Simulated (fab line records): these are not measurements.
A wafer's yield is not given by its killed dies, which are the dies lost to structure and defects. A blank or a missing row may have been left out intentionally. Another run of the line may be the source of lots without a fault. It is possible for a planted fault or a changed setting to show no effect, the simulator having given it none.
Struck lot and sound lot, side by side + flow n5Finfet + 36 steps out of a route of 1938
Sound: the wafers L796.1, L796.3, L796.4. Wafers struck: L802.2, L802.5, L802.6. At the end, the cause is stated.
At each step with rows: each side's tool, then ch and its chambers, then its first start. Under that, the readings that differ: sound wafers + struck wafers + difference of the means + sigmas: that difference in standard deviations of wafers without a fault.
alike: readings whose means differ by less than 2 such deviations, and words and numbers that are the same on both sides. not compared: withheld readings, readings that some wafer has no value for, bounds like >300 that may hide the same value, and numbers for which the record gives no deviation and whose values overlap.
The two part at a step that has a row with sigmas, a row that says differs or no value, or rows on one side only. When numbers do not overlap yet have no deviation, they are printed without sigmas and do not part them. A reading that every wafer of one side lacks parts them only if that side has two wafers or more.

first, 8 steps without rows for these wafers: N5_BEOL_M1_PRE_CLEAN_60 (time 15 s); N5_BEOL_M1_CO_CAP_55 (material Co, precursor CCTBA/H2, target thk 2 nm, time 102.1 s); N5_BEOL_M1_PRE_CLEAN_56 (time 15 s); N5_BEOL_M1_DEP_57 (deposits SiCN from 3MS/NH3, target thk 8 nm, time 14 s); N5_BEOL_M2_ILD_DEP_00 (deposits SiOC from DEMS/O2, target thk 79 nm, time 15.3 s); N5_BEOL_M2_PECVD_72 (deposits SiO2 from TEOS/O2, target thk 16 nm, time 18 s); N5_BEOL_M2_HM_DEP_02 (deposits TiN, target thk 20 nm); N5_BEOL_M2_COAT_61 (time 60 s, resist thk 60 nm).
N5_BEOL_M2_COAT_62: time 60 s, resist thk 12 nm.
  sound on lithoTrack-04 ch 0, day 6 16:28; struck on lithoTrack-04 ch 0, day 8 07:22
| reading                                   | sound                | struck               | difference | sigmas      |
|-------------------------------------------|----------------------|----------------------|------------|-------------|
| spinSpeedRpm (rpm)                        | 1499.7 1499.8 1500.1 | 1807.3 1807.8 1806.9 | +307.5     | +99 or more |
| model.SiARC_of_BEOL_M2_COAT_62.thkNm (nm) | 12 12 12             | 11 11 11             | -1         |             |
  alike: plateTempC
then, 9 steps without rows for these wafers: N5_BEOL_M2_COAT_73 (time 60 s, resist thk 5 nm); N5_BEOL_M2_COAT_05 (resist thk 30 nm); N5_BEOL_M2_EBR_07; N5_BEOL_M2_SOFTBAKE_06 (time 60 s); N5_BEOL_M2_EXPOSE_08 (exposes mask M2); N5_BEOL_M2_PEB_09 (peb time 60 s); N5_BEOL_M2_DEVELOP_10 (develop time 30 s); N5_BEOL_M2_DESCUM_16 (chemistry O2, time 7 s); N5_BEOL_M2_ETCH_74 (etches underlayer in N2/H2, target depth 6.5 nm, time 5.2 s).
N5_BEOL_M2_ETCH_63: etches SiARC in CF4, target depth 15.6 nm, time 26 s.
  sound on rieDiel-02 ch 0,2,3, day 6 17:02; struck on rieDiel-02 ch 0,1, day 8 08:02
| reading                 | sound          | struck            | difference | sigmas |
|-------------------------|----------------|-------------------|------------|--------|
| etchRfOnTimeS (s)       | 25.9 25.6 25.3 | 23.8 23.8 23.6    | -1.9       | -4     |
| model.etch.depthNm (nm) | 12 12.02 12.03 | 10.96 10.95 10.96 | -1.06      |        |
  alike: biasW, cf4FlowSccm, drypumpMotorCurrentA, mfcArSccm, oesProductAu, rfVppV, showerheadPlenumPTorr, throttleValvePct
  not compared: rfHoursCounterH
N5_BEOL_M2_ETCH_64: etches SOC in N2/H2, target depth 75 nm, overetch 22.5 nm, time 121.9 s.
  sound on rieDiel-02 ch 0,2,3, day 6 17:03; struck on rieDiel-02 ch 0,1, day 8 08:04
| reading                                   | sound       | struck      | difference | sigmas |
|-------------------------------------------|-------------|-------------|------------|--------|
| model.SiARC_of_BEOL_M2_COAT_62.thkNm (nm) | 6.2 6.2 6.4 | 5.4 5.2 5.2 | -1.0       |        |
  alike: biasW, drypumpMotorCurrentA, oesProductAu, rfVppV, showerheadPlenumPTorr, throttleValvePct
  not compared: rfHoursCounterH
then, 14 steps without rows for these wafers: N5_BEOL_M2_STRIP_65 (strips in N2/H2); N5_BEOL_M2_STRIP_75 (strips in N2/H2); N5_BEOL_M2_STRIP_66 (strips in CF4); N5_BEOL_M2_HM_OPEN_17 (chemistry Cl2/BCl3, target TiN, target depth 20 nm, overetch 6 nm); N5_BEOL_M2_STRIP_19 (strips in O2); N5_BEOL_M2_COAT_67 (time 60 s, resist thk 60 nm); N5_BEOL_M2_COAT_68 (time 60 s, resist thk 12 nm); N5_BEOL_M2_COAT_76 (time 60 s, resist thk 5 nm); N5_BEOL_M2_COAT_22 (resist thk 30 nm); N5_BEOL_M2_EBR_24; N5_BEOL_M2_SOFTBAKE_23 (time 60 s); N5_BEOL_M2_EXPOSE_25 (exposes mask V1, defocus 5 nm); N5_BEOL_M2_PEB_26 (peb time 60 s); N5_BEOL_M2_DEVELOP_27 (develop time 30 s).
-- record jumps: 2 days separate the struck wafers' starts on either side; left off in module BEOL_M2, taken up again in module BEOL_M4, whose first shown step is the route's number 1111 --
N5_BEOL_M4_RC_MEAS_101:
  sound on prober-02 ch 0, day 8 18:53; struck on prober-01 ch 0, day 10 13:51
  alike: DIBL_N, DIBL_P, IOFF_N, IOFF_P, ION_N, ION_P, RS_NWELL, SS_N, SS_P, VT_N, VT_P
next, for these wafers, 1 step has no rows: N5_PASSIVATION_PROBE_49.

## WHERE THEY PART
Earliest at N5_BEOL_M2_COAT_62; latest, in this record, at N5_BEOL_M2_ETCH_63. Later steps at which nothing parts them and some readings are alike: N5_BEOL_M2_ETCH_64, N5_BEOL_M4_RC_MEAS_101.

WHY: what the simulator had put in
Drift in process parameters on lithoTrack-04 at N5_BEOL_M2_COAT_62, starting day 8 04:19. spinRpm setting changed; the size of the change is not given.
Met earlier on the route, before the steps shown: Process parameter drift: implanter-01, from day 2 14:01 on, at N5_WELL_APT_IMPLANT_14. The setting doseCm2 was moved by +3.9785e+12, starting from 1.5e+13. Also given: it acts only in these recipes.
